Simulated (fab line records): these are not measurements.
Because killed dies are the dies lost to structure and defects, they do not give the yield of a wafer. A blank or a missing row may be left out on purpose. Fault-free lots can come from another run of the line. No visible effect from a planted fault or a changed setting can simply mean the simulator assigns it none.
fab line records	flow n5_finfet
record: lots: 7	wafers: 21
route steps=1938 shown MOL_CONTACT_COAG@564 BEOL_M0_SAQP@654 BEOL_M1@800 BEOL_M2@890 BEOL_M3@957
start_h: hours from the record's opening day to when the first of the lot's shown wafers began	wait_h: hours since the lot's step before	" unchanged from the row above	L1.1+2: a single row standing in for several wafers	- no value present, or no start provided	* or withheld: withheld	< > ~ a bound
route shown NAME@n: NAME is a module with steps in the file, n the number in the route of the first one	usual: average and standard deviation across the fault-free wafers	same: alike in all rows	chamber/n: place in a boat	sites: the reading at each site	_std_site: the standard deviation of these	_edge_site: inner sites' mean taken away from outer sites' mean	radius_mm: how far each site lies from the wafer's centre	mask NAME#n: copy n	behind: the most recent tool/chamber to have shaped the wafer	hold: why the lot was held/for how many hours/how that ended	device: which transistor (n, p or np) failed to switch	end of line: tests of these same wafers at the route's end	for a step that has no rows: nothing shown but its recipe	killed: not the wafer's yield, but the dies lost to structure and defects at the first sort	map: dies across one wafer; x = killed, . = not, _ = none there
set.NAME: the setting that was run; set.NAME@STEP: the one run at that earlier step	model.NAME: the simulator's own value behind a step, which no gauge read
lots with deliberately changed settings; one table per step, one row per wafer
== steps ==
step: N5_MOL_CONTACT_COAG_COAT_75
recipe: resist: SOC	temp_c: 250	time_s: 60	spin_rpm: 1500	resist_thk_nm: 60
lot.wafer	tool	chamber	start_h	wait_h	set.spin_rpm	model.SOC_of_MOL_CONTACT_COAG_COAT_75.thk_nm
L074.3	litho_track-04	0	98.55	0.0	1500	60
L074.5	"	0	"	"	1402	61.8
L074.6	"	0	"	"	1402	62
L075.3	litho_track-04	0	103.02	0.0	1500	60.2
L075.4	"	0	"	"	1500	59.8
L075.5	"	0	"	"	1500	60
L077.2+3	litho_track-04	0	120.41	0.0	1500	59.8
L077.5	"	0	"	"	1500	60
L078.1+4	litho_track-03	0	125.92	0.0	1500	60
L078.2	"	0	"	"	1500	60.2
L088.1+3	litho_track-04	0	182.85	0.0	1500	59.8
L088.2	"	0	"	"	1599	58
L090.2+3	litho_track-04	0	191.02	0.0	1500	60
L090.4	"	0	"	"	1653	57
L094.3	litho_track-03	0	219.84	0.0	1625	57.4
L094.5	"	0	"	"	1625	57.6
L094.6	"	0	"	"	1500	59.6
step: N5_MOL_CONTACT_COAG_COAT_76
recipe: resist: SiARC	temp_c: 220	time_s: 60	spin_rpm: 1500	resist_thk_nm: 10
step: N5_MOL_CONTACT_COAG_COAT_77
recipe: resist: underlayer	temp_c: 205	time_s: 60	spin_rpm: 1500	resist_thk_nm: 10
step: N5_MOL_CONTACT_COAG_ALD_131
recipe: material: SiO2	target_thk_a: 50	temp_c: 100	ald_precursor_family: BDEAS	ald_co_reactant: O2-plasma	pulse_time_s: 1	co_reactant_pulse_time_s: 1	purge_time_s: 2	co_reactant_purge_time_s: 2	ald_cycles: 35	pressure_torr: 2
step: N5_MOL_CONTACT_COAG_ETCHBACK_132
recipe: chemistry: CHF3	target: SiO2	target_depth_a: 100	time_s: 6.7	ion_energy_ev: 200	pressure_mtorr: 30	source_w: 610	bias_w: 170	Ar_flow_sccm: 200	CHF3_flow_sccm: 50
step: N5_MOL_CONTACT_COAG_ETCH_91
recipe: chemistry: N2/H2	target: SOC	target_depth_a: 600	overetch_a: 210	mask_material: SiARC	temp_c: 40	time_s: 101.2	ion_energy_ev: 200	pressure_mtorr: 30	source_w: 840	bias_w: 150	n2_flow_sccm: 200	h2_flow_sccm: 200
lot.wafer	tool	chamber	start_h	wait_h	set.spin_rpm@MOL_CONTACT_COAG_COAT_75	model.etch.depth_nm
L074.3	rie_diel-03	1	99.48	0.0	1500	60
L074.5	"	3	"	"	1402	61.8
L074.6	"	2	"	"	1402	62.06
L075.3	rie_diel-04	1	104.11	0.0	1500	60.13
L075.4	"	2	"	"	1500	59.85
L075.5	"	1	"	"	1500	60.06
L077.2	rie_diel-03	3	121.23	0.0	1500	59.87
L077.3	"	2	"	"	1500	59.78
L077.5	"	1	"	"	1500	59.94
L078.1	rie_diel-04	2	127.12	0.0	1500	60.05
L078.2	"	0	"	"	1500	60.21
L078.4	"	3	"	"	1500	59.99
L088.1	rie_diel-02	1	184.04	0.0	1500	59.85
L088.2	"	3	"	"	1599	57.98
L088.3	"	2	"	"	1500	59.84
L090.2	rie_diel-04	0	191.96	0.0	1500	60.04
L090.3	"	3	"	"	1500	60.05
L090.4	"	1	"	"	1653	57.09
L094.3	rie_diel-04	0	220.74	0.0	1625	57.48
L094.5	"	2	"	"	1625	57.52
L094.6	"	3	"	"	1500	59.69
step: N5_MOL_CONTACT_COAG_STRIP_92
recipe: chemistry: N2/H2	temp_c: 40	n2_flow_sccm: 200	h2_flow_sccm: 200	rf_frequency_hz: 6e+07
step: N5_MOL_CONTACT_COAG_STRIP_93
recipe: chemistry: N2/H2	temp_c: 40	n2_flow_sccm: 200	h2_flow_sccm: 200	rf_frequency_hz: 6e+07
step: N5_MOL_CONTACT_COAG_ETCHBACK_135
recipe: chemistry: CHF3	target: SiO2	target_depth_a: 250	time_s: 16.7	ion_energy_ev: 200	pressure_mtorr: 30	source_w: 610	bias_w: 170	Ar_flow_sccm: 200	CHF3_flow_sccm: 50
step: N5_MOL_CONTACT_COAG_STRIP_118
recipe: chemistry: CHF3	resist: SiARC	rf_frequency_hz: 6e+07
step: N5_MOL_CONTACT_COAG_VIA_ETCH_46
recipe: chemistry: C4F6/O2	target_depth_a: 460	overetch_a: 92	mask_material: SOC	target: SiO2	bias_w: 455	pressure_mtorr: 10	time_s: 40	source_w: 325	Ar_flow_sccm: 300	C4F6_flow_sccm: 10	O2_flow_sccm: 10	ion_energy_ev: 575.3	ends: end_point
lot.wafer	tool	chamber	start_h	wait_h	set.spin_rpm@MOL_CONTACT_COAG_COAT_75	model.SOC_of_MOL_CONTACT_COAG_COAT_75.thk_nm
L074.3	rie_diel-03	1	99.60	0.0	1500	50.8
L074.5+6	"	3,2	"	"	1402	52.6
L075.3	rie_diel-04	1	104.24	0.0	1500	51
L075.4+5	"	2,1	"	"	1500	50.8
L077.2+5	rie_diel-03	3,1	121.36	0.0	1500	50.8
L077.3	"	2	"	"	1500	50.4
L078.1	rie_diel-04	2	127.25	0.0	1500	51
L078.2	"	0	"	"	1500	51.2
L078.4	"	3	"	"	1500	50.6
L088.1+3	rie_diel-02	1,2	184.16	0.0	1500	50.8
L088.2	"	3	"	"	1599	48.8
L090.2	rie_diel-04	0	192.09	0.0	1500	50.8
L090.3	"	3	"	"	1500	50.6
L090.4	"	1	"	"	1653	48
L094.3	rie_diel-04	0	220.87	0.0	1625	48.2
L094.5	"	2	"	"	1625	48.4
L094.6	"	3	"	"	1500	50.2
step: N5_BEOL_M0_SAQP_ETCH_84
recipe: chemistry: N2/H2	target: SOC	target_depth_a: 1000	overetch_a: 200	mask_material: SiARC	temp_c: 40	time_s: 150	ion_energy_ev: 200	pressure_mtorr: 30	source_w: 840	bias_w: 150	n2_flow_sccm: 200	h2_flow_sccm: 200
lot.wafer	tool	chamber	start_h	wait_h	set.time_s	model.SiARC_of_BEOL_M0_SAQP_COAT_82.thk_nm
L074.3+5	rie_diel-05	3,1	106.57	0.0	129.4	25.4
L074.6	"	2	"	"	129.4	25
L075.3	rie_diel-06	1	111.91	0.0	150	24.8
L075.4+5	"	2,1	"	"	150	24.6
L077.2+5	rie_diel-06	2	129.37	0.0	150	24.6
L077.3	"	0	"	"	177.8	23.4
L078.1+4	rie_diel-05	1,3	135.34	0.0	150	24.4
L078.2	"	0	"	"	150	24.2
L088.1	rie_diel-05	2	194.03	0.0	150	24.2
L088.2	"	0	"	"	120.9	25.4
L088.3	"	1	"	"	120.9	25.6
L090.2+4	rie_diel-06	1,0	200.88	0.0	122.5	25.6
L090.3	"	2	"	"	150	24.4
L094.3+5	rie_diel-01	1,0	228.53	0.0	160.1	24.2
L094.6	"	1	"	"	150	24.6
step: N5_BEOL_M0_SAQP_STRIP_80
recipe: chemistry: N2/H2	temp_c: 40	n2_flow_sccm: 200	h2_flow_sccm: 200	rf_frequency_hz: 6e+07
step: N5_BEOL_M0_SAQP_HM_OPEN_112
recipe: chemistry: CHF3/O2	target: SiO2	stop_on: a-Si	target_depth_a: 120	over_etch_frac: 1.25	mask_material: SOC	time_s: 13.5	pressure_mtorr: 30	source_w: 650	bias_w: 170	Ar_flow_sccm: 200	CHF3_flow_sccm: 50	O2_flow_sccm: 5	ion_energy_ev: 200	ends: end_point
lot.wafer	tool	chamber	start_h	wait_h	set.time_s@BEOL_M0_SAQP_ETCH_84	model.SiARC_of_BEOL_M0_SAQP_COAT_82.thk_nm
L074.3	rie_diel-05	3	106.67	0.0	129.4	6
L074.5	"	1	"	"	129.4	6.2
L074.6	"	2	"	"	129.4	5.2
L075.3	rie_diel-06	1	112.02	0.0	150	5.8
L075.4+5	"	2,1	"	"	150	5.6
L077.2+5	rie_diel-06	2	129.48	0.0	150	5.8
L077.3	"	0	"	"	177.8	4
L078.1	rie_diel-05	1	135.45	0.0	150	5.6
L078.2	"	0	"	"	150	5
L078.4	"	3	"	"	150	5.4
L088.1	rie_diel-05	2	194.13	0.0	150	5
L088.2	"	0	"	"	120.9	6
L088.3	"	1	"	"	120.9	6.6
L090.2	rie_diel-06	1	200.99	0.0	122.5	7
L090.3	"	2	"	"	150	5.6
L090.4	"	0	"	"	122.5	6.4
L094.3+5	rie_diel-01	1,0	228.64	0.0	160.1	5.6
L094.6	"	1	"	"	150	6
step: N5_BEOL_M0_SAQP_SPACER1_ALD_98
recipe: material: SiO2	target_thk_a: 128	temp_c: 300	ald_precursor_family: BDEAS	ald_co_reactant: O2-plasma	pulse_time_s: 1	purge_time_s: 2	co_reactant_purge_time_s: 2	ald_cycles: 138	pressure_torr: 2
lot.wafer	tool	chamber	start_h	wait_h	set.temp_c	model.SiO2_of_BEOL_M0_SAQP_SPACER1_ALD_98.thk_nm
L074.3+6	ald_sin-04	1,3	107.37	0.1	309.4	12.6
L074.5	"	2	"	"	300	12.8
L075.3+4+5	ald_sin-02	1,3,3	112.72	0.1	300	12.8
L077.2+3	ald_sin-01	0,3	130.17	0.3	300	12.8
L077.5	"	3	"	"	295	13
L078.1+2+4	ald_sin-04	0,3,3	136.31	0.4	300	12.8
L088.1+2+3	ald_sin-02	2,1,3	194.89	0.3	300	12.8
L090.2+3+4	ald_sin-02	3,1,2	202.17	0.7	300	12.8
L094.3	ald_sin-01	3	229.38	0.1	290.4	13.4
L094.5	"	3	"	"	300	12.8
L094.6	"	2	"	"	290.4	13.2
step: N5_BEOL_M0_SAQP_ETCH_107
recipe: chemistry: CH3F/O2	target: SiNx	target_depth_a: 300	mask_material: SOC	pressure_mtorr: 30	source_w: 395	bias_w: 73	Ar_flow_sccm: 150	CH3F_flow_sccm: 30	O2_flow_sccm: 20	ion_energy_ev: 120
usual: rf_vpp_V: 295/4.7
lot.wafer	tool	chamber	start_h	wait_h	set.bias_w	rf_vpp_V
L074.3	rie_diel-05	2	108.81	0.0	73	305
L074.5	"	2	"	"	73	305
L074.6	"	3	"	"	73	297
L075.3	rie_diel-01	3	114.16	0.0	73	298
L075.4	"	2	"	"	73	293
L075.5	"	3	"	"	73	296
L077.2	rie_diel-06	1	131.61	0.0	79.44	311
L077.3	"	3	"	"	79.44	313
L077.5	"	2	"	"	73	296
L078.1	rie_diel-05	2	137.79	0.0	73	303
L078.2	"	3	"	"	73	298
L078.4	"	1	"	"	73	303
L088.1	rie_diel-01	1	196.39	0.0	68.19	278
L088.2	"	2	"	"	73	292
L088.3	"	3	"	"	68.19	282
L090.2	rie_diel-01	2	203.60	0.0	73	291
L090.3	"	1	"	"	73	292
L090.4	"	0	"	"	85.98	329
L094.3	rie_diel-05	0	230.82	0.0	73	288
L094.5	"	2	"	"	69.57	292
L094.6	"	1	"	"	69.57	292
step: N5_BEOL_M1_TRENCH_ETCH_37
recipe: chemistry: C4F6/O2	target_depth_a: 552.07	target: SiOC	time_s: 29	ion_energy_ev: 250	pressure_mtorr: 30	source_w: 355	bias_w: 185	Ar_flow_sccm: 300	C4F6_flow_sccm: 10	O2_flow_sccm: 10
usual: rf_vpp_V: 660/11
lot.wafer	tool	chamber	start_h	wait_h	set.bias_w	rf_vpp_V	model.etch.depth_nm	model.BEOL_M1.feature_depth_nm
L074.3	rie_diel-01	1	-	-	152.9	565	51.7	51.8
L074.5	"	3	"	"	185	666	54.21	54.2
L074.6	"	2	"	"	185	653	55.33	55.4
L075.3	rie_diel-06	3	-	-	185	652	54.32	54.4
L075.4	"	0	"	"	185	662	55.16	55.2
L075.5	"	3	"	"	185	651	54.17	54.2
L077.2	rie_diel-01	2	-	-	185	653	55.03	55
L077.3	"	0	"	"	206.1	703	56.54	56.6
L077.5	"	0	"	"	206.1	701	56.2	56.2
L078.1	rie_diel-05	0	-	-	185	644	56.23	56.2
L078.2	"	2	"	"	208.5	749	57.15	57.2
L078.4	"	3	"	"	185	667	55.06	55
L088.1	rie_diel-01	1	-	-	155.7	573	51.64	51.6
L088.2	"	0	"	"	155.7	562	52.17	52.2
L088.3	"	3	"	"	185	665	54.19	54.2
L090.2	rie_diel-05	3	-	-	169.5	621	53.55	53.6
L090.3	"	2	"	"	185	680	54.89	54.8
L090.4	"	1	"	"	169.5	632	52.5	52.4
L094.3	rie_diel-05	2	-	-	185	680	55.19	55.2
L094.5	"	2	"	"	185	680	55.98	56
L094.6	"	3	"	"	185	667	54.9	55
step: N5_BEOL_M1_ETCH_41
recipe: chemistry: CH3F/O2	target: SiCN	target_depth_a: 319	taper_deg: 2	time_s: 57.8	ion_energy_ev: 120	mask_material: TiN	pressure_mtorr: 30	source_w: 395	bias_w: 75	Ar_flow_sccm: 150	CH3F_flow_sccm: 30	O2_flow_sccm: 20
step: N5_BEOL_M1_STRIP_97
recipe: chemistry: N2/H2	time_s: 10	power_w: 450	temp_c: 40	pressure_mtorr: 20	rf_frequency_hz: 6e+07	bias_power_w: 7	n2_flow_sccm: 200	h2_flow_sccm: 200
step: N5_BEOL_M1_OCD_MEAS_38
usual: trench_depth_nm: 54.7/0.74
lot.wafer	tool	chamber	start_h	wait_h	set.bias_w@BEOL_M1_TRENCH_ETCH_37	trench_depth_nm
L074.3	ocd-01	-	138.58	-	152.9	51.8
L074.5	"	-	"	"	185	54.3
L074.6	"	-	"	"	185	55.5
L075.3	ocd-02	-	139.61	-	185	53.8
L075.4	"	-	"	"	185	54.5
L075.5	"	-	"	"	185	54.0
L077.2	ocd-01	-	146.95	-	185	55.2
L077.3	"	-	"	"	206.1	56.9
L077.5	"	-	"	"	206.1	55.8
L078.1	ocd-01	-	151.24	-	185	56.1
L078.2	"	-	"	"	208.5	57.0
L078.4	"	-	"	"	185	55.4
L088.1	ocd-02	-	213.39	-	155.7	52.0
L088.2	"	-	"	"	155.7	52.0
L088.3	"	-	"	"	185	53.9
L090.2	ocd-01	-	220.96	-	169.5	53.2
L090.3	"	-	"	"	185	55.4
L090.4	"	-	"	"	169.5	52.5
L094.3	ocd-01	-	245.97	-	185	55.0
L094.5	"	-	"	"	185	55.9
L094.6	"	-	"	"	185	55.2
step: N5_BEOL_M2_TRENCH_ETCH_37
recipe: chemistry: C4F6/O2	target_depth_a: 555.55	target: SiOC	time_s: 29.2	ion_energy_ev: 250	pressure_mtorr: 30	source_w: 355	bias_w: 185	Ar_flow_sccm: 300	C4F6_flow_sccm: 10	O2_flow_sccm: 10
usual: rf_vpp_V: 667/13
lot.wafer	tool	chamber	start_h	wait_h	set.bias_w	rf_vpp_V
L074.3	rie_diel-02	2	-	-	185	666
L074.5	"	1	"	"	185	664
L074.6	"	0	"	"	185	664
L075.3	rie_diel-04	3	-	-	185	688
L075.4	"	2	"	"	185	679
L075.5	"	1	"	"	185	652
L077.2	rie_diel-03	3	-	-	185	678
L077.3	"	1	"	"	155.6	569
L077.5	"	3	"	"	185	679
L078.1	rie_diel-03	1	-	-	185	654
L078.2	"	0	"	"	185	671
L078.4	"	3	"	"	185	680
L088.1	rie_diel-03	2	-	-	211	716
L088.2	"	0	"	"	185	672
L088.3	"	1	"	"	211	724
L090.2	rie_diel-03	0	-	-	185	673
L090.3	"	2	"	"	185	644
L090.4	"	1	"	"	185	651
L094.3	rie_diel-03	3	-	-	185	678
L094.5	"	3	"	"	176.7	654
L094.6	"	2	"	"	185	644
step: N5_BEOL_M3_COAT_67
recipe: resist: SOC	temp_c: 250	time_s: 60	spin_rpm: 1500	resist_thk_nm: 60
lot.wafer	tool	chamber	start_h	wait_h	set.spin_rpm	model.SOC_of_BEOL_M3_COAT_67.thk_nm
L074.3	litho_track-04	0	152.61	0.0	1659	57
L074.5+6	"	0	"	"	1500	60
L075.3	litho_track-04	0	152.88	0.0	1500	60
L075.4+5	"	0	"	"	1500	60.2
L077.2+3+5	litho_track-04	0	165.79	0.0	1500	60
L078.1+4	litho_track-05	0	170.32	0.0	1500	60.2
L078.2	"	0	"	"	1500	60.4
L088.1	litho_track-04	0	239.38	0.0	1585	58.2
L088.2	"	0	"	"	1585	58.4
L088.3	"	0	"	"	1500	60
L090.2	litho_track-05	0	242.65	0.0	1626	57.2
L090.3	"	0	"	"	1500	59.8
L090.4	"	0	"	"	1626	57.6
L094.3	litho_track-03	0	268.45	0.0	1500	60
L094.5	"	0	"	"	1500	59.8
L094.6	"	0	"	"	1500	60.2
step: N5_BEOL_M3_EXPOSE_25
recipe: mask_id: V2	na: 0.33	source_shape: quasar	sigma_inner: 0.2	sigma_outer: 0.8	polarization: unpolarized	defocus_nm: 5	dose_mj: 63
lot.wafer	tool	chamber	start_h	wait_h	mask	set.dose_mj
L074.3+6	euv_scanner-02	0	152.77	-	V2#0	66.44
L074.5	"	0	"	"	V2#0	63
L075.3+4+5	euv_scanner-02	0	153.04	-	V2#0	63
L077.2+3	euv_scanner-02	0	166.06	-	V2#0	64.28
L077.5	"	0	"	"	V2#0	63
L078.1	euv_scanner-02	0	170.46	-	V2#0	63
L078.2+4	"	0	"	"	V2#0	65.41
L088.1	euv_scanner-01	0	239.64	-	V2#0	65.93
L088.2+3	"	0	"	"	V2#0	63
L090.2+3+4	euv_scanner-01	0	242.92	-	V2#0	63
L094.3+5+6	euv_scanner-02	0	268.73	-	V2#0	63
step: N5_BEOL_M3_PEB_26
recipe: peb_temp_c: 100	peb_time_s: 60	resist: CAR-EUV
step: N5_BEOL_M3_DEVELOP_27
recipe: develop_time_s: 30	developer: TMAH	resist: CAR-EUV	rinse_liquid: surfactant_rinse	dry: air_spin	dev_temp_c: 23
step: N5_BEOL_M3_CD_MEAS_28
recipe: target_cd_nm: 25.7	landing_energy_ev: 500	detector: se_inlens	target_cd_y_nm: 23.3	polarity: opening
usual: cd_nm: 25.80/0.25
lot.wafer	tool	chamber	start_h	wait_h	set.dose_mj@BEOL_M3_EXPOSE_25	cd_nm
L074.3	cd_sem-02	0	152.90	-	66.44	26.89
L074.5	"	0	"	"	63	25.80
L074.6	"	0	"	"	66.44	26.60
L075.3	cd_sem-03	0	153.17	-	63	25.96
L075.4	"	0	"	"	63	25.71
L075.5	"	0	"	"	63	25.91
L077.2	cd_sem-01	0	166.20	-	64.28	26.23
L077.3	"	0	"	"	64.28	26.38
L077.5	"	0	"	"	63	25.80
L078.1	cd_sem-01	0	170.60	-	63	25.82
L078.2	"	0	"	"	65.41	26.44
L078.4	"	0	"	"	65.41	26.02
L088.1	cd_sem-03	0	239.78	-	65.93	26.87
L088.2	"	0	"	"	63	26.10
L088.3	"	0	"	"	63	26.18
L090.2	cd_sem-01	0	243.06	-	63	25.84
L090.3	"	0	"	"	63	26.08
L090.4	"	0	"	"	63	26.04
L094.3	cd_sem-03	0	268.86	-	63	25.21
L094.5	"	0	"	"	63	25.31
L094.6	"	0	"	"	63	25.37
step: N5_BEOL_M3_ALD_98
recipe: material: SiO2	target_thk_a: 25	temp_c: 100	ald_precursor_family: BDEAS	ald_co_reactant: O2-plasma	pulse_time_s: 1	co_reactant_pulse_time_s: 1	purge_time_s: 2	co_reactant_purge_time_s: 2	ald_cycles: 17	pressure_torr: 2
step: N5_BEOL_M3_ETCHBACK_99
recipe: chemistry: CHF3	target: SiO2	target_depth_a: 50	time_s: 10.4	source_w: 215	bias_w: 47	Ar_flow_sccm: 200	CHF3_flow_sccm: 12	ion_energy_ev: 100	pressure_mtorr: 30
step: N5_BEOL_M3_ETCH_70
recipe: chemistry: N2/H2	target: SOC	target_depth_a: 800	overetch_a: 160	mask_material: SiARC	temp_c: 40	time_s: 120	ion_energy_ev: 200	pressure_mtorr: 30	source_w: 840	bias_w: 150	n2_flow_sccm: 200	h2_flow_sccm: 200
lot.wafer	tool	chamber	start_h	wait_h	set.spin_rpm@BEOL_M3_COAT_67	model.etch.depth_nm
L074.3	rie_diel-01	1	160.74	0.0	1659	56.93
L074.5	"	3	"	"	1500	59.93
L074.6	"	2	"	"	1500	60.08
L075.3	rie_diel-05	3	164.23	0.0	1500	60.07
L075.4	"	2	"	"	1500	60.17
L075.5	"	2	"	"	1500	60.18
L077.2	rie_diel-01	1	172.48	0.0	1500	59.92
L077.3	"	2	"	"	1500	60.06
L077.5	"	2	"	"	1500	60.08
L078.1	rie_diel-05	3	172.48	0.0	1500	60.16
L078.2	"	2	"	"	1500	60.38
L078.4	"	0	"	"	1500	60.26
L088.1	rie_diel-05	1	242.56	0.0	1585	58.27
L088.2	"	2	"	"	1585	58.41
L088.3	"	0	"	"	1500	59.99
L090.2	rie_diel-06	2	245.47	0.0	1626	57.28
L090.3	"	3	"	"	1500	59.8
L090.4	"	0	"	"	1626	57.53
L094.3	rie_diel-01	1	272.10	0.0	1500	59.92
L094.5	"	0	"	"	1500	59.86
L094.6	"	1	"	"	1500	60.19
step: N5_BEOL_M3_STRIP_71
recipe: chemistry: N2/H2	temp_c: 40	n2_flow_sccm: 200	h2_flow_sccm: 200	rf_frequency_hz: 6e+07
step: N5_BEOL_M3_STRIP_78
recipe: chemistry: N2/H2	temp_c: 40	n2_flow_sccm: 200	h2_flow_sccm: 200	rf_frequency_hz: 6e+07
step: N5_BEOL_M3_VIA_ETCH_34
recipe: chemistry: C4F6/O2	target_depth_a: 694	mask_material: SOC	pressure_mtorr: 15	ion_energy_ev: 250	taper_deg: 4	time_s: 65.9	source_w: 350	bias_w: 170	Ar_flow_sccm: 300	C4F6_flow_sccm: 10	O2_flow_sccm: 10
lot.wafer	tool	chamber	start_h	wait_h	set.spin_rpm@BEOL_M3_COAT_67	model.SOC_of_BEOL_M3_COAT_67.thk_nm
L074.3	rie_diel-01	1	160.84	0.0	1659	49
L074.5+6	"	3,2	"	"	1500	52
L075.3	rie_diel-05	3	164.33	0.0	1500	51.8
L075.4+5	"	2	"	"	1500	52
L077.2+3+5	rie_diel-01	1,2,2	172.58	0.0	1500	52
L078.1+4	rie_diel-05	3,0	172.58	0.0	1500	52
L078.2	"	2	"	"	1500	52.2
L088.1+2	rie_diel-05	1,2	242.66	0.0	1585	50.2
L088.3	"	0	"	"	1500	51.8
L090.2+4	rie_diel-06	2,0	245.57	0.0	1626	49.4
L090.3	"	3	"	"	1500	51.6
L094.3+5	rie_diel-01	1,0	272.20	0.0	1500	52
L094.6	"	1	"	"	1500	52.4
== key ==
split: step: N5_MOL_CONTACT_COAG_COAT_75	setting: spin_rpm	stated: 1500	by: wafer
response: step: N5_MOL_CONTACT_COAG_COAT_75	reading: model.SOC_of_MOL_CONTACT_COAG_COAT_75.thk_nm	change: -0.279	per: 1%	r: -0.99
response: step: N5_MOL_CONTACT_COAG_ETCH_91	reading: model.etch.depth_nm	change: -0.282	per: 1%	r: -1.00
response: step: N5_MOL_CONTACT_COAG_VIA_ETCH_46	reading: model.SOC_of_MOL_CONTACT_COAG_COAT_75.thk_nm	change: -0.263	per: 1%	r: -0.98
split: step: N5_BEOL_M0_SAQP_ETCH_84	setting: time_s	stated: 150	by: wafer
response: step: N5_BEOL_M0_SAQP_ETCH_84	reading: model.SiARC_of_BEOL_M0_SAQP_COAT_82.thk_nm	change: -0.0655	per: 1%	r: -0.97
response: step: N5_BEOL_M0_SAQP_HM_OPEN_112	reading: model.SiARC_of_BEOL_M0_SAQP_COAT_82.thk_nm	change: -0.0739	per: 1%	r: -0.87
split: step: N5_BEOL_M0_SAQP_SPACER1_ALD_98	setting: temp_c	stated: 300	by: wafer
response: step: N5_BEOL_M0_SAQP_SPACER1_ALD_98	reading: model.SiO2_of_BEOL_M0_SAQP_SPACER1_ALD_98.thk_nm	change: -0.112	per: 1%	r: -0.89
split: step: N5_BEOL_M0_SAQP_ETCH_107	setting: bias_w	stated: 73	by: wafer
response: step: N5_BEOL_M0_SAQP_ETCH_107	reading: rf_vpp_V	change: +1.87	per: 1%	r: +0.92
split: step: N5_BEOL_M1_TRENCH_ETCH_37	setting: bias_w	stated: 185	by: wafer
response: step: N5_BEOL_M1_TRENCH_ETCH_37	reading: rf_vpp_V	change: +5.9	per: 1%	r: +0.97
response: step: N5_BEOL_M1_TRENCH_ETCH_37	reading: model.etch.depth_nm	change: +0.153	per: 1%	r: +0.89
response: step: N5_BEOL_M1_TRENCH_ETCH_37	reading: model.BEOL_M1.feature_depth_nm	change: +0.153	per: 1%	r: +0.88
response: step: N5_BEOL_M1_OCD_MEAS_38	reading: trench_depth_nm	change: +0.147	per: 1%	r: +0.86
split: step: N5_BEOL_M2_TRENCH_ETCH_37	setting: bias_w	stated: 185	by: wafer
response: step: N5_BEOL_M2_TRENCH_ETCH_37	reading: rf_vpp_V	change: +5.2	per: 1%	r: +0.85
split: step: N5_BEOL_M3_COAT_67	setting: spin_rpm	stated: 1500	by: wafer
response: step: N5_BEOL_M3_COAT_67	reading: model.SOC_of_BEOL_M3_COAT_67.thk_nm	change: -0.286	per: 1%	r: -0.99
response: step: N5_BEOL_M3_ETCH_70	reading: model.etch.depth_nm	change: -0.289	per: 1%	r: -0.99
response: step: N5_BEOL_M3_VIA_ETCH_34	reading: model.SOC_of_BEOL_M3_COAT_67.thk_nm	change: -0.276	per: 1%	r: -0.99
split: step: N5_BEOL_M3_EXPOSE_25	setting: dose_mj	stated: 63	by: wafer
response: step: N5_BEOL_M3_CD_MEAS_28	reading: cd_nm	change: +0.159	per: 1%	r: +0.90
